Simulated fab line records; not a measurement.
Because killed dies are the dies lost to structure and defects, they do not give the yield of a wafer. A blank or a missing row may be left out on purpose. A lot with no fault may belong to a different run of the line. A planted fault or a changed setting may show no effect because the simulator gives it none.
Struck lot and sound lot, side by side	flow n5Finfet	15 out of 1938 route steps
Sound: the wafers L352.2, L352.5, L352.6. Struck: wafer L349.5. (L349.2, L349.3 of the same lot were not struck and are left out.) The cause comes at the end.
For every step that has rows: the tool of each side, followed by ch and its chambers, followed by its first start. Under that, the readings that differ: sound wafers	struck wafers	difference of the means	sigmas: that difference in standard deviations of wafers without a fault.
alike: readings with means less than 2 such deviations apart, plus words and numbers identical on both sides. not compared: withheld readings, readings lacking a value on some wafer, bounds such as >300 that could conceal the same value, and numbers that have no deviation in the record and whose values overlap.
Wherever a step has rows on one side only, a row that says differs or no value, or a row with sigmas, the two part there. Numbers that have no deviation but don't overlap get no sigmas and don't part them. A reading that every wafer of one side lacks parts them only if that side has two wafers or more.

first, 8 steps without rows for these wafers: N5_HKMG_FIN_COAT_41 (time 60 s, resist thk 300 nm); N5_HKMG_FIN_COAT_42 (time 60 s, resist thk 35 nm); N5_HKMG_FIN_COAT_43 (resist thk 90 nm); N5_HKMG_FIN_EBR_45; N5_HKMG_FIN_SOFTBAKE_44 (time 60 s); N5_HKMG_FIN_EXPOSE_46 (exposes mask NDIPOLE); N5_HKMG_FIN_PEB_47 (peb time 60 s); N5_HKMG_FIN_DEVELOP_48 (develop time 30 s).
N5_HKMG_FIN_CD_MEAS_49: target cd 202 nm.
  sound on cdSem-02 ch 0, day 7 19:37; struck on cdSem-01 ch 0, day 6 20:06
  alike: cdNm
N5_HKMG_FIN_OVL_MEAS_50:
  sound on overlay-01 ch 0, day 7 19:39; struck on overlay-01 ch 0, day 6 20:08
  alike: NDIPOLE_OVL
N5_HKMG_FIN_INSPECT_61: inspects for defects (macro).
  sound: defectInspect-01 at day 7 19:41; struck: defectInspect-02 at day 6 20:10
  alike: rawDefectCount
N5_HKMG_FIN_DESCUM_53: chemistry O2, time 7.9 s.
  sound on rieDiel-03 ch 0,1,2, day 7 20:02; struck on rieDiel-04 ch 2, day 6 20:20
reading	sound	struck	difference	sigmas
rfVppV (V)	242.9 243.2 244.0	240.4	-3.0	-2
  alike: drypumpMotorCurrentA, oesProductAu, showerheadPlenumPTorr, throttleValvePct
  not compared: rfHoursCounterH
N5_HKMG_FIN_ETCH_54: etches SiARC in CF4, target depth 45.5 nm, time 75.8 s.
  sound on rieDiel-03 ch 0,1,2, day 7 20:05; struck on rieDiel-04 ch 2, day 6 20:22
reading	sound	struck	difference	sigmas
etchRfOnTimeS (s)	72.9 74.7 75.4	119.0	+44.7	+25
oesProductAu (a.u.)	0.64 0.70 0.72	0.53	-0.16	-2
  alike: drypumpMotorCurrentA, mfcArSccm, rfVppV, showerheadPlenumPTorr, throttleValvePct
  not compared: rfHoursCounterH
N5_HKMG_FIN_ETCH_55: etches SOC in N2/H2, target depth 240 nm, time 300 s.
  sound on rieDiel-03 ch 0,1,2, day 7 20:08; struck on rieDiel-04 ch 2, day 6 20:25
  alike: drypumpMotorCurrentA, oesProductAu, rfVppV, showerheadPlenumPTorr, throttleValvePct
  not compared: rfHoursCounterH
N5_PASSIVATION_PROBE_49:
  the record has rows for the sound wafers here (prober-02, day 16 06:43) and none for the struck ones

## WHERE THEY PART
Last at N5_PASSIVATION_PROBE_49 as far as this record goes, first at N5_HKMG_FIN_DESCUM_53.

WHY: whatever the simulator had introduced
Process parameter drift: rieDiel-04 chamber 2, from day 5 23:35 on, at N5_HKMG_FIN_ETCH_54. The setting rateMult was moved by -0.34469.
